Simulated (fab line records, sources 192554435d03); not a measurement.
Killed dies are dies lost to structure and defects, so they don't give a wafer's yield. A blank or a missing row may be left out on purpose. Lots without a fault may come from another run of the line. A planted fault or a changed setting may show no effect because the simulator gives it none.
Split-lot experiment | flow n5_finfet | 7 lots, 39 wafers read, on a route of 1938 steps

THE SPLIT
At N5_HKMG_FIN_EXPOSE_09 (exposes mask NWFM), the setting dose_mj was moved away from the recipe's 39.25 on 15 of the 39 wafers read, by -4.4% to +2.3%. The other wafers ran this setting at the recipe's value.

FROM THE SPLIT TO THE READING: what the file shows between them, 2 steps
- N5_HKMG_FIN_PEB_10: peb time 60 s
- N5_HKMG_FIN_DEVELOP_11: develop time 30 s

THE READING
cd_nm, in nm, at N5_HKMG_FIN_CD_MEAS_12 (target cd 92.8 nm). Fault-free wafers of this fab line usually give 92.6 nm, standard deviation 0.78 nm.

wafer  | tool, chamber at the split | dose_mj as run | against the recipe | cd_nm, nm | against lot-mates on the recipe
L077.1 | arfi_scanner-01, 0         | 38.18          | -2.7%              | 91.1      | -1.4
L077.2 | arfi_scanner-01, 0         | 39.25          | recipe             | 92.3      | -
L077.3 | arfi_scanner-01, 0         | 38.18          | -2.7%              | 91.3      | -1.2
L077.4 | arfi_scanner-01, 0         | 39.25          | recipe             | 92.9      | -
L077.5 | arfi_scanner-01, 0         | 38.18          | -2.7%              | 90.9      | -1.6
L077.6 | arfi_scanner-01, 0         | 39.25          | recipe             | 92.4      | -
L081.1 | arfi_scanner-01, 0         | 39.25          | recipe             | 90.8      | -
L081.2 | arfi_scanner-01, 0         | 38.33          | -2.3%              | 91.0      | -0.7
L081.3 | arfi_scanner-01, 0         | 39.25          | recipe             | 92.5      | -
L081.4 | arfi_scanner-01, 0         | 38.33          | -2.3%              | 89.8      | -1.9
L081.5 | arfi_scanner-01, 0         | 38.33          | -2.3%              | 89.4      | -2.3
L081.6 | arfi_scanner-01, 0         | 39.25          | recipe             | 91.7      | -
L084.1 | arfi_scanner-02, 0         | 39.25          | recipe             | 93.0      | -
L084.2 | arfi_scanner-02, 0         | 39.25          | recipe             | 93.3      | -
L084.3 | arfi_scanner-02, 0         | 37.65          | -4.1%              | 90.7      | -2.3
L084.4 | arfi_scanner-02, 0         | 37.65          | -4.1%              | 91.2      | -1.8
L084.5 | arfi_scanner-02, 0         | 39.25          | recipe             | 92.6      | -
L084.6 | arfi_scanner-02, 0         | 37.65          | -4.1%              | 90.6      | -2.4
L085.1 | arfi_scanner-03, 0         | 39.25          | recipe             | 91.2      | -
L085.4 | arfi_scanner-03, 0         | 39.25          | recipe             | 92.5      | -
L085.6 | arfi_scanner-03, 0         | 39.25          | recipe             | 91.9      | -
L091.1 | arfi_scanner-01, 0         | 39.25          | recipe             | 92.0      | -
L091.2 | arfi_scanner-01, 0         | 39.25          | recipe             | 93.2      | -
L091.3 | arfi_scanner-01, 0         | 39.25          | recipe             | 92.8      | -
L091.4 | arfi_scanner-01, 0         | 39.25          | recipe             | 92.4      | -
L091.5 | arfi_scanner-01, 0         | 39.25          | recipe             | 92.6      | -
L091.6 | arfi_scanner-01, 0         | 39.25          | recipe             | 92.4      | -
L096.1 | arfi_scanner-02, 0         | 37.53          | -4.4%              | 89.4      | -2.6
L096.2 | arfi_scanner-02, 0         | 39.25          | recipe             | 92.2      | -
L096.3 | arfi_scanner-02, 0         | 39.25          | recipe             | 91.7      | -
L096.4 | arfi_scanner-02, 0         | 37.53          | -4.4%              | 89.9      | -2.1
L096.5 | arfi_scanner-02, 0         | 39.25          | recipe             | 92.1      | -
L096.6 | arfi_scanner-02, 0         | 37.53          | -4.4%              | 90.1      | -1.9
L097.1 | arfi_scanner-01, 0         | 39.25          | recipe             | 92.2      | -
L097.2 | arfi_scanner-01, 0         | 40.14          | +2.3%              | 94.3      | +1.0
L097.3 | arfi_scanner-01, 0         | 40.14          | +2.3%              | 94.4      | +1.1
L097.4 | arfi_scanner-01, 0         | 39.25          | recipe             | 93.6      | -
L097.5 | arfi_scanner-01, 0         | 40.14          | +2.3%              | 95.1      | +1.8
L097.6 | arfi_scanner-01, 0         | 39.25          | recipe             | 94.2      | -

THE FIT
A straight line over all 39 wafers: cd_nm changes by +0.616 nm for each +1% of dose_mj; r = +0.84; the points scatter about the line by 0.77 nm.
The same after taking each lot's own level away (the mean of its wafers on the recipe; 39 wafers): +0.534 nm for each +1%; r = +0.90; scatter 0.48 nm.
On that fit, the largest move of dose_mj shifts the reading by 2.3 nm.
The lots' own levels span 91.67 to 93.33 nm, that is 2.1 times the standard deviation above.
So the lot-to-lot level changes the slope: the two fits differ.
Check: with one of the wafers moved furthest among these (-4.4%) left out of the fit, the line predicts -2.31 nm for it against its lot-mates. It came out at -2.6 nm against them.

OTHER SPLITS ON THESE WAFERS
These wafers also went through other splits before the reading. Each is held against what the fit with the lots' levels taken away leaves over:
other split on the same wafers       | wafers away from the commonest value | r with cd_nm (lot level and that fit taken away)
N5_SD_EPI_P_EPI_21 epi_growth_time_s | 12                                   | +0.33
N5_HKMG_FIN_EXPOSE_46 dose_mj        | 15                                   | +0.01

THE FILE'S OWN FIT
cd_nm changes by +0.538 nm for each +1% of dose_mj, r = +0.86.
